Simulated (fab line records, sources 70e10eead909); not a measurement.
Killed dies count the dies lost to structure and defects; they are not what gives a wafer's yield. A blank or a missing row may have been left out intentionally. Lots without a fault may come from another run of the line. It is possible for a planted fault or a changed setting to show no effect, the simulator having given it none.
A struck lot beside a sound one / flow nand-harc / 15 steps out of a route of 1302
Sound: the wafers L680.2, L680.4, L680.6. Struck: wafers L691.1, L691.5. (L691.4 of the same lot was not struck and is left out.) The cause comes at the end.
For every step that has rows: the tool of each side, followed by ch and its chambers, followed by its first start. Under that, the readings that differ: sound wafers / struck wafers / difference of the means / sigmas: that difference in standard deviations of wafers without a fault.
alike: same words and numbers on both sides, and readings whose means sit less than 2 such deviations apart. not compared: any withheld reading, any reading some wafer has no value for, any bound like >300 that may hide the same value, and any number with overlapping values for which the record gives no deviation.
The two part at a step that has a row with sigmas, a row that says differs or no value, or rows on one side only. Non-overlapping numbers with no deviation appear without sigmas and do not part them. Lack of a reading on every wafer of one side parts them only where that side has two or more wafers.

first, 8 steps without rows for these wafers: NHARC_A_CONTACT_COAT_34 (time 75 s); NHARC_A_CONTACT_COAT_35 (time 65 s); NHARC_A_CONTACT_COAT_36 (resist thk 90 nm); NHARC_A_CONTACT_SOFTBAKE_37 (time 55 s); NHARC_A_CONTACT_EBR_38; NHARC_A_CONTACT_EXPOSE_39 (exposes mask A CC 3); NHARC_A_CONTACT_PEB_40 (peb time 65 s); NHARC_A_CONTACT_DEVELOP_41 (develop time 35 s).
NHARC_A_CONTACT_CD_MEAS_42: target cd 300 nm.
  sound on cd-sem-02 ch 0, day 25 13:06; struck on cd-sem-03 ch 0, day 30 16:18
reading=cd-nm (nm); sound=300.6 300.3 300.7; struck=302.1 301.4; difference=+1.2; sigmas=+2
NHARC_A_CONTACT_OVL_MEAS_43:
  sound on overlay-01, day 25 13:11; struck on overlay-01, day 30 16:23
  alike: overlay-x-nm, overlay-y-nm
NHARC_A_CONTACT_INSPECT_44:
  sound on defect-inspect-02, day 25 13:13; struck on defect-inspect-02, day 30 16:25
  alike: raw-defect-count
NHARC_A_CONTACT_DESCUM_47: chemistry O2, time 3 s.
  sound on rie-diel-13 ch 0,3, day 25 13:17; struck on rie-diel-03 ch 0,3, day 30 16:29
  alike: drypump-motor-current-A, o2-flow-sccm, oes-product-au, rf-vpp-V, showerhead-plenum-p-Torr, throttle-valve-pct
  not compared: rf-hours-counter-h
NHARC_A_CONTACT_ETCH_48: etches the open film in CF4, target depth 39 nm, time 65 s.
  sound on rie-diel-13 ch 1,2,3, day 25 13:22; struck on rie-diel-03 ch 3, day 30 16:36
reading=oes-product-au (a.u.); sound=0.988 0.987 0.997; struck=0.829 0.823; difference=-0.165; sigmas=-15
  alike: cf4-flow-sccm, drypump-motor-current-A, rf-vpp-V, showerhead-plenum-p-Torr, throttle-valve-pct
  not compared: rf-hours-counter-h
NHARC_A_CONTACT_ETCH_49: etches the open film in N2/H2, target depth 260 nm, time 475.3 s.
  sound on rie-diel-13 ch 0,2; struck on rie-diel-03 ch 0,2
reading=drypump-motor-current-A (A); sound=5.1 5.0 5.1; struck=6.0 6.0; difference=+0.9; sigmas=+2
  alike: oes-product-au, rf-vpp-V, showerhead-plenum-p-Torr, throttle-valve-pct
  not compared: rf-hours-counter-h
-- break in the record here, with 3 days between the starts of the struck wafers on either side (left off in module A_CONTACT, picked up again in module END, where the first step shown is number 1302 on the route) --
NHARC_END_SORT_01:
  the record has rows for the struck wafers here (prober-01 ch 0, day 33 14:38) and none for the sound ones

WHERE THEY PART
First at NHARC_A_CONTACT_CD_MEAS_42; last, within this record, at NHARC_END_SORT_01.

WHY: what the simulator had put in
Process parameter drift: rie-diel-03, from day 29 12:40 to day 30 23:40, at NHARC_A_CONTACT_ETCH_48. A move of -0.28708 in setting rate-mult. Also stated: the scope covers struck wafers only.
